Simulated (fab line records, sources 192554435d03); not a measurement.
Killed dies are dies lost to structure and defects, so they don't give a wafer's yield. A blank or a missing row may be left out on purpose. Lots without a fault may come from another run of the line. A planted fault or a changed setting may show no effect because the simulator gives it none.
Chamber matching | flow n5_finfet | N5_BEOL_M6_ILD_DEP_00 on pecvd-04: 3 sister chambers
The step deposits SiCOH lowk from DEMS/porogen, target thk 179.75 nm, time 33.4 s. 6 wafers are shown with their chamber, then 7 later ones without.

WAFERS WITH THEIR CHAMBER
wafer  | chamber | throttle_valve_pct (%) | showerhead_vpp_V (V)
L516.5 | 0       | 15.0                   | 1439
L518.5 | 2       | 13.3                   | 1330
L520.4 | 1       | 14.8                   | 1373
L520.6 | 2       | 13.3                   | 1347
L528.2 | 1       | 14.6                   | 1353
L528.4 | 0       | 14.7                   | 1432

WAFERS WITHOUT THEIR CHAMBER
wafer  | throttle_valve_pct (%) | showerhead_vpp_V (V)
L528.5 | 15.1                   | 1436
L530.1 | 15.1                   | 1426
L530.3 | 14.6                   | 1362
L530.4 | 14.6                   | 1370
L529.1 | 12.5                   | 1340
L529.4 | 14.9                   | 1461
L529.6 | 14.4                   | 1378

WHICH CHAMBER EACH WENT THROUGH
wafer  | from the rows above | in truth
L528.5 | 0                   | 0
L530.1 | 0                   | 0
L530.3 | 1                   | 1
L530.4 | 1                   | 1
L529.1 | 2                   | 2
L529.4 | 0                   | 0
L529.6 | 1                   | 1
Placed correctly: 7 of 7. Can't be placed from these rows: 0. Placed wrongly: 0.
How it was worked out, from the rows above alone: a wafer's distance from a chamber is the root of the sum, over the readings, of the square of ((its reading less the chamber's mean) divided by the reading's scatter). The wafer belongs to the nearest chamber; if the next one is less than 2 further off, it can't be placed. A chamber's mean is the mean of its shown wafers. The scatter: the root of (the sum of the squares of (reading less its chamber's mean) over the shown wafers, divided by (wafers less chambers)).
